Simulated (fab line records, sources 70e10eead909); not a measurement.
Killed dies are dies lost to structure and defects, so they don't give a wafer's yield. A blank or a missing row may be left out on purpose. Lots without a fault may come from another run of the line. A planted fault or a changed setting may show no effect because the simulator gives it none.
fab line records | flow nand_harc
record lots=12 wafers=36 last_day=33
route steps=1302 shown A_BONDPAD@1219 THIN_TSV@1259 END@1302
lots that met no fault: from a run of the same line without faults
start_h: hours from the record's first day to the start of the lot's first wafer shown | wait_h: hours since the lot's step before | " the same as in the row above | L1.1+2: a row that stands for several wafers | - no value, or no start given | * or withheld: withheld | < > ~ a bound
route shown NAME@n: a module of which the file shows steps, and the number in the route of the first | usual: mean/standard deviation of fault-free wafers | same: alike in all rows | chamber/n: place in a boat | sites: the reading at each site | _std_site: their standard deviation | _edge_site: outer sites' mean less inner sites' | radius_mm: how far each site lies from the wafer's centre | mask NAME#n: copy n | behind: the tool/chamber that last shaped the wafer | hold: why the lot was held/for how many hours/how that ended | device: the transistor (n, p or np) that didn't switch | end of line: the same wafers' tests at the end of the route | a step without rows: its recipe alone | killed: dies lost to structure and defects at the first sort, not the wafer's yield | map: a wafer's dies, x killed, . not, _ none there
set.NAME: the setting as run; set.NAME@STEP: as run at that earlier step | model.NAME: the simulator's own value behind a step, which no gauge read
steps of the route over a sample of lots; a table a step, a row a wafer
services: from which hour (start_h, from the record's first day; less than 0 if before it) a tool's chamber was out of use, for how many hours, and why
## steps
# step NHARC_A_BONDPAD_ETCH_34
# recipe target_depth_a=600 overetch_a=180 time_s=65.91 ion_energy_ev=200 n2_flow_sccm=150 h2_flow_sccm=150 ar_flow_sccm=0 rf_w=400 bias_w=150 chemistry=N2/H2
# usual drypump_motor_current_A=5.7/0.36 oes_product_au=1.000/0.0094 rf_vpp_V=430.6/2.2 showerhead_plenum_p_Torr=2.04/0.078 throttle_valve_pct=14.172/0.0094
# columns lot.wafer tool chamber start_h wait_h drypump_motor_current_A oes_product_au rf_hours_counter_h rf_vpp_V showerhead_plenum_p_Torr throttle_valve_pct
L373.3 rie_diel-01 2 542.96 0.1 6.1 1.006 5 431.0 2.08 14.162
L373.2 " 0 " " 6.0 1.006 4 433.3 2.14 14.178
L373.5 " 2 " " 6.1 0.999 - 430.5 2.08 14.178
L372.1 rie_diel-13 3 552.68 0.1 6.3 0.999 9 431.7 2.06 14.177
L372.5 " 2 " " 5.8 1.012 - 429.1 1.99 14.170
L372.6 " 3 " " 6.4 1.002 - 430.5 2.06 14.182
L375.4 rie_diel-13 0 553.32 0.1 5.4 0.986 8 431.5 2.07 14.176
L375.1 " 1 " " 5.4 0.996 7 433.1 2.16 14.166
L375.3 " 2 " " 5.7 1.007 9 429.4 1.99 14.169
L377.1 rie_diel-12 2 595.80 0.1 6.3 0.993 27 426.7 1.91 14.169
L377.2 " 3 " " 5.7 0.988 27 432.7 2.07 14.173
L377.5 " 0 " " 5.2 1.003 - 427.4 1.91 14.165
L378.3 rie_diel-12 2 599.58 0.1 6.3 0.995 27 427.4 1.91 14.170
L378.2 " 0 " " 5.2 1.006 26 428.5 1.91 14.181
L378.5 " 2 " " 6.3 1.008 - 427.9 1.91 14.172
L382.3 rie_diel-01 0 627.21 0.1 6.0 1.014 1 434.3 2.14 14.153
L382.4 " 1 " " 5.6 1.005 1 433.1 2.09 14.171
L382.5 " 3 " " 5.5 1.008 - 432.7 2.07 14.185
L390.1 rie_diel-01 0 711.89 0.1 6.0 1.007 4 432.1 2.14 14.168
L390.3 " 1 " " 5.6 1.010 3 431.5 2.09 14.166
L390.6 " 3 " " 5.4 1.003 - 430.5 2.07 14.180
L389.2 rie_diel-01 2 714.01 0.1 6.1 1.003 4 432.5 2.08 14.182
L389.4 " 1 " " 5.6 0.985 4 431.0 2.09 14.174
L389.6 " 2 " " 6.1 0.994 - 430.8 2.08 14.157
L391.2 rie_diel-12 3 719.10 0.1 5.7 0.995 17 431.3 2.06 14.171
L391.1 " 1 " " 5.8 1.001 16 428.1 1.95 14.183
L391.4 " 0 " " 5.2 1.017 - 427.9 1.90 14.172
L392.2 rie_diel-01 2 732.26 0.1 6.1 1.002 4 430.8 2.08 14.158
L392.1 " 3 " " 5.5 0.998 4 431.5 2.07 14.186
L392.6 " 2 " " 6.1 0.997 - 431.0 2.08 14.160
L393.3 rie_diel-12 1 737.51 0.1 5.8 1.009 20 427.8 1.94 14.175
L393.4 " 2 " " 6.4 1.003 18 425.5 1.90 14.165
L393.6 " 0 " " 5.2 1.007 - 426.6 1.90 14.182
L394.3 rie_diel-13 1 757.60 0.1 5.4 0.989 17 433.5 2.13 14.174
L394.4 " 3 " " 6.4 0.985 20 430.9 2.04 14.156
L394.5 " 1 " " 5.4 0.991 - 433.2 2.13 14.187
# step NHARC_A_BONDPAD_ECD_18
# recipe target_thk_a=4000 bath_temp_c=25 material=Cu
# columns lot.wafer tool chamber start_h wait_h
L373.2+3+5 ecd_cu-02 0,0,1 544.19 -
L372.1+6+5 ecd_cu-02 0,1,0 553.94 -
L375.1+4+3 ecd_cu-01 0,1,0 554.74 -
L377.2+1+5 ecd_cu-01 0,1,0 597.01 -
L378.2+3+5 ecd_cu-01 1,0,1 600.84 -
L382.3+4+5 ecd_cu-01 0,1,0 628.52 -
L390.1+3+6 ecd_cu-01 0,0,1 713.09 -
L389.2+4+6 ecd_cu-02 0,1,1 715.23 -
L391.1+2+4 ecd_cu-01 1,0,1 720.40 -
L392.2+1+6 ecd_cu-01 0,1,1 733.46 -
L393.4+3+6 ecd_cu-02 0,1,1 738.99 -
L394.4+3+5 ecd_cu-01 1,0,0 758.96 -
# step NHARC_THIN_TSV_CD_MEAS_12
# recipe target_cd_nm=1000 landing_energy_ev=500
# usual cd_nm=999.8/2.1
# columns lot.wafer tool chamber start_h wait_h cd_nm
L373.2 cd_sem-03 0 558.64 - 1002.1
L373.3 " 0 " " 997.8
L373.5 " 0 " " 1001.5
L372.1 cd_sem-02 0 566.74 - 1000.9
L372.5 " 0 " " 997.0
L372.6 " 0 " " 1001.2
L375.1 cd_sem-03 0 567.94 - 1001.4
L375.3 " 0 " " 999.0
L375.4 " 0 " " 998.4
L377.1 cd_sem-01 0 610.87 - 996.6
L377.2 " 0 " " 997.5
L377.5 " 0 " " 1001.4
L378.2 cd_sem-01 0 616.85 - 998.5
L378.3 " 0 " " 997.7
L378.5 " 0 " " 1000.8
L382.3 cd_sem-03 0 641.91 - 997.2
L382.4 " 0 " " 995.5
L382.5 " 0 " " 996.9
L389.2 cd_sem-01 0 727.12 - 1000.3
L389.4 " 0 " " 1000.1
L389.6 " 0 " " 1001.9
L390.1 cd_sem-02 0 728.33 - 999.9
L390.3 " 0 " " 1000.0
L390.6 " 0 " " 998.6
L391.1 cd_sem-02 0 734.03 - 999.9
L391.2 " 0 " " 998.8
L391.4 " 0 " " 1002.1
L392.1 cd_sem-01 0 749.92 - 1001.6
L392.2 " 0 " " 1000.0
L392.6 " 0 " " 1002.7
L393.3 cd_sem-01 0 756.60 - 999.7
L393.4 " 0 " " 1002.2
L393.6 " 0 " " 1000.0
L394.3 cd_sem-02 0 772.31 - 996.7
L394.4 " 0 " " 998.9
L394.5 " 0 " " 998.7
# step NHARC_THIN_TSV_DESCUM_14
# recipe time_s=3 o2_flow_sccm=200 ar_flow_sccm=0 bias_power_w=0 chemistry=O2
# usual drypump_motor_current_A=5.2/0.32 oes_product_au=1.003/0.01 rf_vpp_V=57.7/0.93 showerhead_plenum_p_Torr=1.88/0.054 throttle_valve_pct=11.311/0.0087
# columns lot.wafer tool chamber start_h wait_h drypump_motor_current_A oes_product_au rf_hours_counter_h rf_vpp_V showerhead_plenum_p_Torr throttle_valve_pct
L373.3 rie_diel-08 2 558.80 - 4.8 1.020 0.3 57.7 1.91 11.323
L373.2 " 0 " " 5.3 0.997 0.5 58.3 1.84 11.312
L373.5 " 1 " " 5.0 1.006 - 56.0 1.82 11.290
L372.1 rie_diel-10 3 566.92 - 4.9 0.987 6.5 57.0 1.79 11.321
L372.6 " 2 " " 5.4 0.987 - 59.0 1.92 11.305
L372.5 " 3 " " 4.9 0.972 - 58.5 1.79 11.320
L375.1 rie_diel-10 2 568.11 - 5.4 0.983 6.8 58.4 1.92 11.304
L375.4 " 3 " " 4.9 0.993 - 58.0 1.79 11.303
L375.3 " 2 " " 5.5 0.988 - 57.0 1.92 11.320
L377.1 rie_diel-08 0 611.03 - 5.3 1.009 4.7 57.3 1.83 11.319
L377.2 " 2 " " 4.8 1.019 3.8 58.3 1.91 11.323
L377.5 " 3 " " 5.4 1.006 - 60.1 1.95 11.309
L378.2 rie_diel-08 0 617.01 - 5.3 1.002 6.1 57.3 1.83 11.306
L378.3 " 2 " " 4.8 1.018 4.7 59.0 1.91 11.307
L378.5 " 1 " " 5.0 0.998 - 57.2 1.82 11.315
L382.4 rie_diel-08 3 642.08 - 5.4 1.010 4.5 57.2 1.95 11.320
L382.3 " 1 " " 4.9 1.008 7.2 55.6 1.82 11.323
L382.5 " 3 " " 5.4 1.011 - 56.5 1.95 11.302
L389.2 rie_diel-10 2 727.28 - 5.4 1.002 4.2 58.0 1.92 11.311
L389.4 " 0 " " 5.2 0.994 4.6 58.4 1.94 11.312
L389.6 " 1 " " 5.5 1.004 - 58.2 1.90 11.311
L390.1 rie_diel-10 0 728.49 - 5.2 1.001 5.1 57.9 1.94 11.320
L390.3 " 2 " " 5.4 1.004 4.4 56.7 1.92 11.300
L390.6 " 1 " " 5.6 1.006 - 56.3 1.90 11.297
L391.4 rie_diel-10 3 734.19 - 4.9 0.993 5.8 57.0 1.79 11.316
L391.2 " 0 " " 5.2 1.008 5.7 58.3 1.94 11.302
L391.1 " 1 " " 5.5 1.005 5.6 58.5 1.90 11.314
L392.1 rie_diel-08 2 750.10 - 4.8 1.003 1.3 58.1 1.90 11.307
L392.2 " 3 " " 5.4 0.990 1.1 58.5 1.95 11.316
L392.6 " 1 " " 4.9 1.013 - 56.8 1.81 11.309
L393.3 rie_diel-10 2 756.77 - 5.4 1.002 6.2 58.1 1.92 11.301
L393.4 " 3 " " 4.9 1.007 6.8 56.6 1.79 11.316
L393.6 " 0 " " 5.1 1.006 - 58.3 1.93 11.309
L394.3 rie_diel-08 1 772.47 - 4.9 1.018 2.0 57.8 1.81 11.332
L394.5 " 0 " " 5.3 0.995 - 57.5 1.83 11.304
L394.4 " 1 " " 4.9 1.000 - 55.9 1.81 11.307
# step NHARC_END_SORT_01
# recipe temp_c=25
# usual defect_limited_yield=92.0/2.4 killed_at_array=50/16 killed_at_other=0.8/1 killed_at_periphery=4/3.1 killed_dies=54/16 killed_open=3.2/2 killed_short=2.5/1.6 sort_bin_2_pct=2.8/1 sort_bin_3_pct=0.6/0.35 sort_bin_4_pct=4.6/1.4 sort_n_pass=623/16 sort_rim_yield_pct=90/4.3 sort_yield_pct=92.0/2.4
# same gross_dies=677 sort_bin_5_pct[%]=0 sort_bin_6_pct[%]=0 sort_bin_7_pct[%]=0 sort_bin_8_pct[%]=0 sort_rim_n_gross=106.00
# columns lot.wafer tool chamber start_h wait_h defect_limited_yield[%] killed_at_array killed_at_other killed_at_periphery killed_dies killed_open killed_short sort_bin_2_pct[%] sort_bin_3_pct[%] sort_bin_4_pct[%] sort_n_pass sort_rim_yield_pct[%] sort_yield_pct[%]
L378.2 prober-01 0 634.34 2.8 56.6 288 1 5 294 3 3 16.0 2.4 25.1 383 63 56.6
L378.3 prober-01 0 635.15 3.1 56.3 294 0 2 296 2 1 14.8 2.7 26.3 381 49 56.3
L378.5 prober-01 0 636.76 3.7 60.9 261 0 4 265 3 1 12.4 1.9 24.8 412 72 60.9
L382.3 prober-02 0 658.41 3.1 60.7 257 0 9 266 3 3 13.7 2.8 22.7 411 61 60.7
L382.4 prober-02 0 659.20 3.4 61.0 259 0 5 264 4 3 12.9 2.8 23.3 413 61 61.0
L382.5 prober-02 0 659.99 3.7 60.6 260 0 7 267 2 4 12.9 1.5 25.1 410 63 60.6
L391.1 prober-01 0 752.65 2.5 89.7 69 1 0 70 0 5 4.0 0.6 5.8 607 84 89.7
L391.2 prober-01 0 753.45 2.8 91.0 58 2 1 61 3 5 3.7 0.4 4.9 616 86 91.0
L391.4 prober-01 0 755.05 3.4 91.1 56 3 1 60 8 2 4.1 0.4 4.3 617 86 91.1
# killed by level:class
L378.2 A_BONDPAD:unspecified=250 A_CHANNEL_HOLE_D2:chamber_film_flake=22 P_CONTACT:chamber_film_flake=4 A_CHANNEL_HOLE_D1:chamber_film_flake=3 A_DECK1_JOINT:chamber_film_flake=2 A_STAIRCASE:chamber_film_flake=2 A_CONTACT:chamber_film_flake=2 A_CHANNEL_HOLE_D1:geometric_particle:short=1
L378.3 A_BONDPAD:unspecified=261 A_CHANNEL_HOLE_D2:chamber_film_flake=17 A_DECK1_JOINT:chamber_film_flake=4 P_CONTACT:chamber_film_flake=2 A_CHANNEL_HOLE_D1:chamber_film_flake=2 A_CHANNEL_FILL_D2:chamber_film_flake=2 A_STAIRCASE:chamber_film_flake=2 A_ONON_D2:geometric_particle:open=1
L378.5 A_BONDPAD:unspecified=208 A_CHANNEL_HOLE_D2:chamber_film_flake=34 A_CHANNEL_FILL_D2:chamber_film_flake=5 A_CONTACT:chamber_film_flake=4 A_CHANNEL_HOLE_D1:chamber_film_flake=3 P_CONTACT:chamber_film_flake=2 A_STAIRCASE:chamber_film_flake=2 P_CONTACT:geometric_particle:open=1
L382.3 A_BONDPAD:unspecified=225 A_CHANNEL_HOLE_D2:chamber_film_flake=12 A_STAIRCASE:chamber_film_flake=8 P_M2:chamber_film_flake=5 A_CONTACT:chamber_film_flake=3 P_CONTACT:chamber_film_flake=2 A_CHANNEL_HOLE_D1:chamber_film_flake=2 P_M0:geometric_particle:open=1
L382.4 A_BONDPAD:unspecified=224 A_STAIRCASE:chamber_film_flake=8 A_CHANNEL_HOLE_D2:chamber_film_flake=7 A_CONTACT:chamber_film_flake=6 P_M2:chamber_film_flake=4 A_CHANNEL_HOLE_D1:chamber_film_flake=4 A_SLIT:chamber_film_flake=2 P_M0:geometric_particle:open=1
L382.5 A_BONDPAD:unspecified=222 A_CONTACT:chamber_film_flake=10 A_CHANNEL_HOLE_D2:chamber_film_flake=9 A_CHANNEL_HOLE_D1:chamber_film_flake=6 A_M0:chamber_film_flake=5 P_CONTACT:chamber_film_flake=4 A_STAIRCASE:chamber_film_flake=4 P_GATE:geometric_particle:short=2
L391.1 A_SLIT:chamber_film_flake=25 A_CHANNEL_HOLE_D2:chamber_film_flake=19 A_CHANNEL_HOLE_D1:chamber_film_flake=9 A_CONTACT:chamber_film_flake=6 A_SGD_CUT:chamber_film_flake=2 A_ONON_D1:geometric_particle:short=1 A_CHANNEL_FILL_D1:geometric_particle:short=1 A_DECK1_JOINT:geometric_particle:short=1
L391.2 A_CHANNEL_HOLE_D2:chamber_film_flake=20 A_SLIT:chamber_film_flake=20 A_CONTACT:chamber_film_flake=5 A_CHANNEL_HOLE_D1:chamber_film_flake=3 A_CHANNEL_FILL_D1:geometric_particle:open=2 THIN_TSV:chamber_film_flake=2 A_ONON_D1:geometric_particle:short=1 A_CHANNEL_HOLE_D1:geometric_particle:short=1
L391.4 A_SLIT:chamber_film_flake=27 A_CHANNEL_HOLE_D2:chamber_film_flake=7 A_CONTACT:chamber_film_flake=6 A_CHANNEL_HOLE_D1:chamber_film_flake=5 THIN_TSV:chamber_film_flake=3 A_CHANNEL_HOLE_D1:geometric_particle:open=2 A_BLC:geometric_particle:open=2 A_DECK1_JOINT:chamber_film_flake=2
## services
# columns tool chamber start_h hours kind
ecd_cu-02 - 538.01 5.2 repair
rie_diel-10 - 542.78 0.7 repair
rie_diel-08 - 544.81 9.0 pm
ecd_cu-02 - 548.22 1.0 repair
rie_diel-01 - 557.80 9.0 pm
rie_diel-08 3 558.14 11.4 repair
rie_diel-10 1 563.89 4.3 repair
ecd_cu-02 - 565.33 0.8 repair
rie_diel-10 0 565.66 3.4 repair
rie_diel-10 - 596.50 9.0 pm
rie_diel-01 - 597.45 7.6 repair
rie_diel-08 3 597.89 8.8 repair
rie_diel-01 1 661.35 1.5 repair
ecd_cu-01 - 688.06 8.0 pm
rie_diel-10 2 690.95 11.6 repair
rie_diel-08 3 700.68 13.6 repair
ecd_cu-01 - 702.19 1.1 repair
rie_diel-08 - 721.81 9.0 pm
ecd_cu-01 - 722.15 5.6 repair
rie_diel-01 - 734.80 9.0 pm
rie_diel-01 0 756.53 4.3 repair
rie_diel-08 1 756.65 12.8 repair
rie_diel-01 3 766.32 9.0 repair
rie_diel-08 3 771.07 7.5 repair
## key
first_sign step=NHARC_END_SORT_01 reading=killed_at_array direction=up sigmas=14 usual=50 struck=270
effect step=NHARC_END_SORT_01 reading=defect_limited_yield direction=down sigmas=14 usual=92.0 struck=59.3
more_kills_born_at NHARC_A_BONDPAD_ECD_18@ecd_cu-01=1390
met_at NHARC_A_BONDPAD_ECD_18
struck_lots L378,L382
not_acting_at NHARC_A_BONDPAD_ETCH_34,NHARC_THIN_TSV_CD_MEAS_12,NHARC_THIN_TSV_DESCUM_14
onset_between 597.01 600.84
fault kind=chamber_particle_source tool=ecd_cu-01 chamber=- onset_h=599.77 steps=NHARC_A_BONDPAD_ECD_18 rate_per_visit_cm2=0.47248 end_h=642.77
